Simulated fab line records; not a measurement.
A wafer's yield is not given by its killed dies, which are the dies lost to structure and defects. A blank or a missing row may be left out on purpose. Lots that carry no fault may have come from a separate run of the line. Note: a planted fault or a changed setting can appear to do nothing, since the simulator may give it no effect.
Lot-split experiment + flow n5Finfet + on a route of 1938 steps: 7 lots, 21 wafers read

== THE SPLIT ITSELF ==
At N5_ZERO_LAYER_PECVD_02 (deposits SiO2 from SiH4/N2O, target thk 10 nm, time 6 s), the setting timeS was moved away from the recipe's 6 s on 7 of the 21 wafers read, by -11.6% to +13.7%. All remaining wafers had this setting at the recipe value.

The reading comes from the split's own step.

== THE READING ==
SiO2_of_ZERO_LAYER_PECVD_02.thkNm (the simulator's own value, which no gauge read), in nm, at N5_ZERO_LAYER_PECVD_02 (deposits SiO2 from SiH4/N2O, target thk 10 nm, time 6 s). There is no usual value for it anywhere in the file. The 14 wafers here that ran the recipe average 10.120 nm, standard deviation 0.2 nm.

| wafer  | tool, chamber at the split | timeS as run, s | against the recipe | SiO2_of_ZERO_LAYER_PECVD_02.thkNm, nm | against lot-mates on the recipe |
|--------|----------------------------|-----------------|--------------------|---------------------------------------|---------------------------------|
| L076.1 | pecvd-01, 1                | 6.819           | +13.7%             | 11.42                                 | +1.458                          |
| L076.2 | pecvd-01, 2                | 6.819           | +13.7%             | 11.3                                  | +1.338                          |
| L076.5 | pecvd-01, 2                | 6               | recipe             | 9.962                                 | -                               |
| L078.1 | pecvd-02, 1                | 6.26            | +4.3%              | 10.48                                 | +0.686                          |
| L078.3 | pecvd-02, 0                | 6               | recipe             | 9.794                                 | -                               |
| L078.6 | pecvd-02, 0                | 6.26            | +4.3%              | 10.39                                 | +0.596                          |
| L081.1 | pecvd-04, 2                | 6               | recipe             | 10.1                                  | -                               |
| L081.4 | pecvd-04, 1                | 6               | recipe             | 10.15                                 | -                               |
| L081.5 | pecvd-04, 2                | 6               | recipe             | 10.31                                 | -                               |
| L086.1 | pecvd-02, 1                | 5.47            | -8.8%              | 9.32                                  | -0.825                          |
| L086.3 | pecvd-02, 2                | 6               | recipe             | 9.839                                 | -                               |
| L086.6 | pecvd-02, 1                | 6               | recipe             | 10.45                                 | -                               |
| L093.1 | pecvd-01, 1                | 6               | recipe             | 9.888                                 | -                               |
| L093.5 | pecvd-01, 1                | 5.301           | -11.6%             | 8.732                                 | -1.272                          |
| L093.6 | pecvd-01, 0                | 6               | recipe             | 10.12                                 | -                               |
| L094.1 | pecvd-02, 1                | 6               | recipe             | 10.32                                 | -                               |
| L094.2 | pecvd-02, 0                | 6.664           | +11.1%             | 11.28                                 | +0.925                          |
| L094.6 | pecvd-02, 2                | 6               | recipe             | 10.39                                 | -                               |
| L095.2 | pecvd-02, 1                | 6               | recipe             | 10.18                                 | -                               |
| L095.3 | pecvd-02, 0                | 6               | recipe             | 9.929                                 | -                               |
| L095.4 | pecvd-02, 0                | 6               | recipe             | 10.25                                 | -                               |

FIT RESULTS
A straight line over all 21 wafers: SiO2_of_ZERO_LAYER_PECVD_02.thkNm changes by +0.0982 nm for each +1% of timeS; r = +0.95; the points scatter about the line by 0.19 nm.
The same after taking each lot's own level away (the mean of its wafers on the recipe; 21 wafers): +0.102 nm for each +1%; r = +0.97; scatter 0.15 nm.
That fit puts the effect of the largest move of timeS on the reading at 1.4 nm.
Measured against the standard deviation above, the lots' own levels, which go from 9.7940 to 10.3550 nm, span 2.8 times it.
The two slopes agree, so the slope changes little with the lot-to-lot level.
Check: for one of the wafers moved furthest among these (+13.7%), held out of the fit, the line's prediction against its lot-mates is +1.37 nm. It came out at +1.46 nm against them.

== THE FILE'S OWN FIT ==
SiO2_of_ZERO_LAYER_PECVD_02.thkNm changes by +0.1 nm for each +1% of timeS, r = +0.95.
